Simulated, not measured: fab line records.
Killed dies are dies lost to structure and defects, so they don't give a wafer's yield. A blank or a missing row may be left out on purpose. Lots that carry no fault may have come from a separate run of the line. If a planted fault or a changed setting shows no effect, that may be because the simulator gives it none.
fab line records    flow nand-harc
[record] lots = 5  wafers = 15  last-day = 34
route steps=1302 shown THIN_TSV@1282
lots with no fault: from the same line, run without faults
start-h: start of the lot's first displayed wafer, in hours after the record's first day    wait-h: hours since the lot's step before    " unchanged from the row above    L1.1+2: several wafers, shown together as one row    - no value, or no start given    * or withheld: withheld    < > ~ a bound
route shown NAME@n: NAME is a module with steps in the file, n the number in the route of the first one    usual: the fault-free wafers' mean and standard deviation    same: alike in all rows    chamber/n: place in a boat    sites: each site's reading    _std_site: the values' standard deviation    _edge_site: mean of outer sites minus mean of inner sites    radius-mm: how far each site lies from the wafer's centre    mask NAME#n: copy n    behind: the last tool/chamber to shape the wafer    hold: why the lot was held/for how many hours/how that ended    device: the n, p or np transistor that did not switch    end of line: at the end of the route, the tests of the same wafers    step lacking rows: just its recipe    killed: the dies lost at the first sort to structure and to defects; this is not the yield of the wafer    map: a wafer's dies, marking killed ones x, the rest . and places with no die _
set.NAME: setting as actually run; set.NAME@STEP: the setting as run at that earlier step    model.NAME: the simulator's own value behind a step, which no gauge read
lots at selected steps of the route; one table per step, one row per wafer
services: when a tool's chamber went out of use (start-h, in hours from the record's first day, below 0 if earlier), for how many hours, and the reason
[[steps]]
[step NHARC_THIN_TSV_PVD_24]
[recipe] target-thk-a = 8000  power-w = withheld  chamber-pressure-pa = withheld  substrate-temp-c = withheld  time-s = withheld  gas = Ar  material = Al
lot.wafer   tool            chamber  start-h  wait-h
L088.1+3+6  pvd-sputter-02  -        679.90   0.2
L093.4+1+5  pvd-sputter-02  -        736.33   0.1
L095.1+3+6  pvd-sputter-02  -        762.91   0.2
L096.1+3+5  pvd-sputter-02  -        763.97   0.1
L097.4+2+6  pvd-sputter-02  -        797.97   0.1
[step NHARC_THIN_TSV_DEHYDRATE_25]
[recipe] temp-c = 150  time-s = 120
[usual] chill-plate-temp-C = 23.03/0.1  heater-power-total-W = 182.5/1.2
lot.wafer  tool            chamber  start-h  wait-h  chill-plate-temp-C  heater-power-total-W
L088.1     litho-track-03  0        680.20   -       23.02               181.1
L088.3     "               0        "        "       23.01               182.8
L088.6     "               0        "        "       23.11               184.1
L093.1     litho-track-05  0        736.74   -       23.11               181.1
L093.4     "               0        "        "       23.01               182.5
L093.5     "               0        "        "       22.98               182.2
L095.1     litho-track-03  0        763.27   -       23.08               182.3
L095.3     "               0        "        "       23.10               183.7
L095.6     "               0        "        "       23.08               182.5
L096.1     litho-track-07  0        764.33   -       23.09               182.0
L096.3     "               0        "        "       23.02               183.3
L096.5     "               0        "        "       23.05               181.5
L097.2     litho-track-07  0        798.38   -       23.01               180.9
L097.4     "               0        "        "       23.13               181.1
L097.6     "               0        "        "       22.91               183.8
[step NHARC_THIN_TSV_HMDS_26]
[recipe] time-s = 30
[usual] chill-plate-temp-C = 23.02/0.1
lot.wafer  tool            chamber  start-h  wait-h  chill-plate-temp-C
L088.1     litho-track-03  0        -        -       23.00
L088.3     "               0        "        "       22.88
L088.6     "               0        "        "       22.90
L093.1     litho-track-05  0        -        -       23.00
L093.4     "               0        "        "       23.02
L093.5     "               0        "        "       22.97
L095.1     litho-track-03  0        -        -       23.01
L095.3     "               0        "        "       22.98
L095.6     "               0        "        "       22.87
L096.1     litho-track-07  0        -        -       23.08
L096.3     "               0        "        "       23.06
L096.5     "               0        "        "       23.32
L097.2     litho-track-07  0        -        -       23.04
L097.4     "               0        "        "       23.18
L097.6     "               0        "        "       23.11
[step NHARC_THIN_TSV_COAT_27]
[recipe] spin-rpm = *
[usual] chill-plate-temp-C = 23.00/0.1
lot.wafer  tool            chamber  start-h  wait-h  chill-plate-temp-C
L088.1     litho-track-03  0        -        -       23.07
L088.3     "               0        "        "       23.03
L088.6     "               0        "        "       23.03
L093.1     litho-track-05  0        -        -       23.15
L093.4     "               0        "        "       23.00
L093.5     "               0        "        "       23.09
L095.1     litho-track-03  0        -        -       22.99
L095.3     "               0        "        "       23.11
L095.6     "               0        "        "       23.13
L096.1     litho-track-07  0        -        -       23.00
L096.3     "               0        "        "       23.03
L096.5     "               0        "        "       22.96
L097.2     litho-track-07  0        -        -       23.01
L097.4     "               0        "        "       22.86
L097.6     "               0        "        "       22.90
[step NHARC_THIN_TSV_SOFTBAKE_28]
[recipe] temp-c = 122  time-s = 95
[usual] chill-plate-temp-C = 23.00/0.1  heater-power-total-W = 160.0/0.47
lot.wafer  tool            chamber  start-h  wait-h  chill-plate-temp-C  heater-power-total-W
L088.1     litho-track-03  0        -        -       23.02               160.6
L088.3     "               0        "        "       23.04               160.6
L088.6     "               0        "        "       23.14               160.2
L093.1     litho-track-05  0        -        -       23.16               159.9
L093.4     "               0        "        "       23.11               160.7
L093.5     "               0        "        "       23.01               160.4
L095.1     litho-track-03  0        -        -       22.88               160.1
L095.3     "               0        "        "       23.14               160.4
L095.6     "               0        "        "       22.94               160.0
L096.1     litho-track-07  0        -        -       22.79               159.8
L096.3     "               0        "        "       22.87               159.7
L096.5     "               0        "        "       22.82               159.9
L097.2     litho-track-07  0        -        -       23.21               159.7
L097.4     "               0        "        "       22.98               160.4
L097.6     "               0        "        "       23.08               160.0
[step NHARC_THIN_TSV_EBR_29]
[usual] chill-plate-temp-C = 23.00/0.12
lot.wafer  tool            chamber  start-h  wait-h  chill-plate-temp-C
L088.1     litho-track-03  0        -        -       23.05
L088.3     "               0        "        "       23.01
L088.6     "               0        "        "       23.08
L093.1     litho-track-05  0        -        -       23.11
L093.4     "               0        "        "       23.19
L093.5     "               0        "        "       22.95
L095.1     litho-track-03  0        -        -       22.93
L095.3     "               0        "        "       22.83
L095.6     "               0        "        "       22.85
L096.1     litho-track-07  0        -        -       23.06
L096.3     "               0        "        "       23.06
L096.5     "               0        "        "       22.99
L097.2     litho-track-07  0        -        -       23.11
L097.4     "               0        "        "       23.15
L097.6     "               0        "        "       22.95
[step NHARC_THIN_TSV_EXPOSE_30]
[recipe] na = 0.55  dose-mj = 11.47  mask-id = PAD
lot.wafer   tool            chamber  start-h  wait-h  mask
L088.1+3+6  krf-scanner-04  0        680.47   -       PAD#0
L093.1+4+5  krf-scanner-02  0        736.88   -       PAD#0
L095.1+3+6  krf-scanner-01  0        763.54   -       PAD#0
L096.1+3+5  krf-scanner-01  0        764.48   -       PAD#0
L097.2+4+6  krf-scanner-04  0        798.66   -       PAD#0
[step NHARC_THIN_TSV_PEB_31]
[recipe] peb-temp-c = 118  peb-time-s = 85
[usual] chill-plate-temp-C = 23.02/0.1  heater-power-total-W = 163.96/0.27
[same] peb-time-s = 85
lot.wafer  tool            chamber  start-h  wait-h  chill-plate-temp-C  heater-power-total-W
L088.1     litho-track-07  0        680.54   0.1     23.14               163.95
L088.3     "               0        "        "       22.94               164.23
L088.6     "               0        "        "       23.10               163.69
L093.1     litho-track-07  0        736.95   0.1     23.02               163.80
L093.4     "               0        "        "       22.79               163.95
L093.5     "               0        "        "       23.01               163.77
L095.1     litho-track-07  0        763.60   0.1     23.02               163.98
L095.3     "               0        "        "       23.08               163.77
L095.6     "               0        "        "       23.08               164.26
L096.1     litho-track-05  0        764.54   0.1     23.16               163.66
L096.3     "               0        "        "       23.30               164.21
L096.5     "               0        "        "       23.01               164.04
L097.2     litho-track-03  0        798.72   0.1     23.06               163.72
L097.4     "               0        "        "       23.01               163.73
L097.6     "               0        "        "       23.13               164.18
[step NHARC_THIN_TSV_DEVELOP_32]
[recipe] time-s = 70
[usual] chill-plate-temp-C = 23.01/0.1
lot.wafer  tool            chamber  start-h  wait-h  chill-plate-temp-C
L088.1     litho-track-07  0        -        -       23.17
L088.3     "               0        "        "       22.89
L088.6     "               0        "        "       23.10
L093.1     litho-track-07  0        -        -       22.98
L093.4     "               0        "        "       22.93
L093.5     "               0        "        "       22.98
L095.1     litho-track-07  0        -        -       23.11
L095.3     "               0        "        "       23.06
L095.6     "               0        "        "       23.20
L096.1     litho-track-05  0        -        -       22.92
L096.3     "               0        "        "       22.88
L096.5     "               0        "        "       22.92
L097.2     litho-track-03  0        -        -       23.07
L097.4     "               0        "        "       22.94
L097.6     "               0        "        "       23.07
[step NHARC_THIN_TSV_CD_MEAS_33]
[recipe] target-cd-nm = 5000  landing-energy-ev = 500
[usual] cd-nm = 4999.0/1.9
lot.wafer  tool       chamber  start-h  wait-h  cd-nm
L088.1     cd-sem-02  0        680.63   -       4997.3
L088.3     "          0        "        "       4997.2
L088.6     "          0        "        "       4995.4
L093.1     cd-sem-03  0        737.04   -       4997.3
L093.4     "          0        "        "       4999.2
L093.5     "          0        "        "       4999.0
L095.1     cd-sem-03  0        763.69   -       4997.7
L095.3     "          0        "        "       4998.3
L095.6     "          0        "        "       4998.5
L096.1     cd-sem-01  0        764.63   -       4999.2
L096.3     "          0        "        "       4998.7
L096.5     "          0        "        "       4995.5
L097.2     cd-sem-03  0        798.82   -       4996.9
L097.4     "          0        "        "       4995.6
L097.6     "          0        "        "       4999.2
[step NHARC_THIN_TSV_HARDBAKE_34]
[recipe] temp-c = 125  time-s = 80
[usual] chill-plate-temp-C = 23.01/0.1  heater-power-total-W = 183.9/0.77
lot.wafer  tool            chamber  start-h  wait-h  chill-plate-temp-C  heater-power-total-W
L088.1     litho-track-03  0        680.71   -       23.10               184.9
L088.3     "               0        "        "       22.89               184.7
L088.6     "               0        "        "       23.05               182.9
L093.1     litho-track-03  0        737.12   -       23.03               184.1
L093.4     "               0        "        "       22.84               184.5
L093.5     "               0        "        "       22.97               184.3
L095.1     litho-track-03  0        763.77   -       23.04               184.9
L095.3     "               0        "        "       23.10               184.8
L095.6     "               0        "        "       22.93               183.9
L096.1     litho-track-07  0        764.71   -       22.93               182.8
L096.3     "               0        "        "       22.91               183.9
L096.5     "               0        "        "       22.83               184.2
L097.2     litho-track-07  0        798.90   -       22.92               182.8
L097.4     "               0        "        "       23.03               182.8
L097.6     "               0        "        "       23.14               184.4
[step NHARC_THIN_TSV_DESCUM_35]
[recipe] time-s = 3  o2-flow-sccm = 200  ar-flow-sccm = 0  bias-power-w = 0  chemistry = O2
[usual] chamber-pressure-mTorr = 60.00/0.051  drypump-motor-current-A = 5.6/0.49  oes-product-au = 0.999/0.012  rf-vpp-V = 57.9/0.99  showerhead-plenum-p-Torr = 1.92/0.074  throttle-valve-pct = 11.311/0.0096
lot.wafer  tool         chamber  start-h  wait-h  chamber-pressure-mTorr  drypump-motor-current-A  oes-product-au  rf-hours-counter-h  rf-vpp-V  showerhead-plenum-p-Torr  throttle-valve-pct
L088.1     rie-diel-11  0        680.80   -       59.95                   5.4                      0.993           3.5                 56.7      1.78                      11.322
L088.3     "            1        "        "       59.98                   6.6                      0.971           4.9                 58.0      1.88                      11.325
L088.6     "            0        "        "       60.04                   5.4                      0.988           -                   57.1      1.78                      11.305
L093.1     rie-diel-08  1        737.20   -       60.00                   6.2                      1.002           1.6                 57.7      1.93                      11.309
L093.4     "            3        "        "       59.97                   5.3                      0.988           1.1                 57.8      1.94                      11.303
L093.5     "            2        "        "       60.01                   5.7                      0.999           -                   59.3      1.99                      11.303
L095.1     rie-diel-11  1        763.85   -       60.02                   6.7                      0.991           8.8                 56.8      1.88                      11.301
L095.3     "            0        "        "       60.07                   5.4                      0.995           7.5                 57.6      1.78                      11.308
L095.6     "            2        "        "       59.98                   5.9                      1.004           -                   58.0      1.96                      11.296
L096.3     rie-diel-11  1        764.79   -       59.98                   6.7                      0.972           8.8                 57.1      1.88                      11.307
L096.1     "            0        "        "       60.01                   5.4                      0.997           7.5                 56.8      1.78                      11.311
L096.5     "            2        "        "       60.00                   5.9                      0.989           -                   57.7      1.96                      11.293
L097.2     rie-diel-09  2        798.99   -       60.03                   5.3                      1.009           6.3                 58.2      2.01                      11.322
L097.4     "            3        "        "       60.04                   4.9                      1.008           6.0                 57.5      1.99                      11.293
L097.6     "            2        "        "       59.94                   5.3                      1.026           -                   58.7      2.01                      11.297
[step NHARC_THIN_TSV_ETCH_59]
[recipe] target-depth-a = 8800  icp-w = 900  bias-w = 100  Cl2_flow_sccm = 60  bcl3-flow-sccm = 30  time-s = 138.1  chemistry = Cl2/BCl3
[usual] chamber-pressure-mTorr = 10.000/0.0089  drypump-motor-current-A = 5.8/0.5  oes-product-au = 1.004/0.011  throttle-valve-pct = 22.264/0.0085
lot.wafer  tool          chamber  start-h  wait-h  chamber-pressure-mTorr  drypump-motor-current-A  oes-product-au  rf-hours-counter-h  throttle-valve-pct
L088.1     rie-metal-03  1        680.92   0.1     9.998                   6.0                      1.012           2.8                 22.262
L088.3     "             0        "        "       9.983                   5.0                      1.015           -                   22.275
L088.6     "             1        "        "       10.003                  6.0                      1.009           -                   22.250
L093.1     rie-metal-02  1        737.33   0.1     9.996                   6.2                      0.997           1.5                 22.253
L093.4     "             1        "        "       10.006                  6.2                      1.002           -                   22.262
L093.5     "             1        "        "       10.008                  6.2                      0.995           -                   22.263
L095.1     rie-metal-01  1        763.99   0.1     9.990                   6.5                      0.997           0.0                 22.274
L095.3     "             0        "        "       9.988                   5.3                      0.997           -                   22.252
L095.6     "             1        "        "       10.009                  6.4                      1.003           -                   22.280
L096.1     rie-metal-03  0        764.96   0.1     10.005                  4.9                      0.989           0.9                 22.275
L096.3     "             0        "        "       10.011                  5.0                      0.994           -                   22.262
L096.5     "             1        "        "       9.987                   6.0                      0.970           -                   22.281
L097.2     rie-metal-02  1        799.14   0.1     10.002                  6.2                      1.007           2.3                 22.246
L097.4     "             1        "        "       9.996                   6.1                      0.993           -                   22.270
L097.6     "             1        "        "       10.005                  6.2                      0.995           -                   22.251
[step NHARC_THIN_TSV_ETCH_36]
[recipe] target-depth-a = 650  over-etch-frac = 0.3  time-s = 18.571  ion-energy-ev = 150  chemistry = Cl2/BCl3
[usual] chamber-pressure-mTorr = 10.000/0.0096  drypump-motor-current-A = 5.8/0.49  oes-product-au = 1.004/0.011
[same] over-etch-frac = 0.3
lot.wafer  tool          chamber  start-h  wait-h  chamber-pressure-mTorr  drypump-motor-current-A  oes-product-au  rf-hours-counter-h
L088.1     rie-metal-03  0        681.18   0.2     10.016                  5.0                      1.023           2.9
L088.3     "             0        "        "       9.988                   5.0                      1.022           -
L088.6     "             0        "        "       10.002                  5.0                      1.020           -
L093.1     rie-metal-02  1        737.59   0.2     9.990                   6.2                      1.003           1.7
L093.4     "             0        "        "       10.007                  5.7                      1.010           -
L093.5     "             1        "        "       10.013                  6.2                      0.991           -
L095.1     rie-metal-01  1        764.25   0.2     9.994                   6.5                      0.997           0.2
L095.3     "             1        "        "       10.004                  6.4                      0.991           -
L095.6     "             1        "        "       10.005                  6.4                      1.004           -
L096.1     rie-metal-03  1        765.18   0.2     10.001                  6.0                      0.984           1.1
L096.3     "             1        "        "       9.994                   6.0                      0.983           -
L096.5     "             0        "        "       10.009                  5.0                      0.992           -
L097.2     rie-metal-02  1        799.37   0.2     10.007                  6.2                      0.989           2.5
L097.4     "             0        "        "       9.972                   5.7                      1.022           -
L097.6     "             0        "        "       9.999                   5.7                      1.010           -
[[services]]
tool            chamber  start-h  hours  kind
krf-scanner-01  -        656.00   4.0    pm
krf-scanner-01  -        660.75   0.3    repair
rie-metal-01    0        668.09   17.1   repair
rie-diel-11     2        672.49   4.3    repair
rie-diel-09     -        674.10   9.0    pm
krf-scanner-04  -        687.12   0.6    repair
rie-metal-03    -        696.00   9.0    pm
rie-metal-03    0        696.00   9.0    vent-cycle
rie-metal-03    1        696.00   9.0    vent-cycle
krf-scanner-04  -        699.33   4.0    pm
rie-metal-03    0        705.00   -      clean
rie-metal-02    1        710.81   1.4    repair
rie-diel-09     1        717.98   3.8    repair
rie-diel-08     -        721.88   9.0    pm
rie-diel-09     1        727.74   8.5    repair
krf-scanner-01  -        737.11   0.4    repair
rie-diel-11     3        741.95   20.5   repair
rie-metal-01    1        743.53   2.7    repair
rie-metal-01    -        752.00   9.0    pm
krf-scanner-01  -        768.86   4.3    repair
rie-metal-03    0        769.33   9.3    repair
litho-track-07  -        776.00   7.0    pm
rie-diel-11     -        786.50   9.0    pm
krf-scanner-02  -        786.77   4.0    pm
[[key]]
fault none
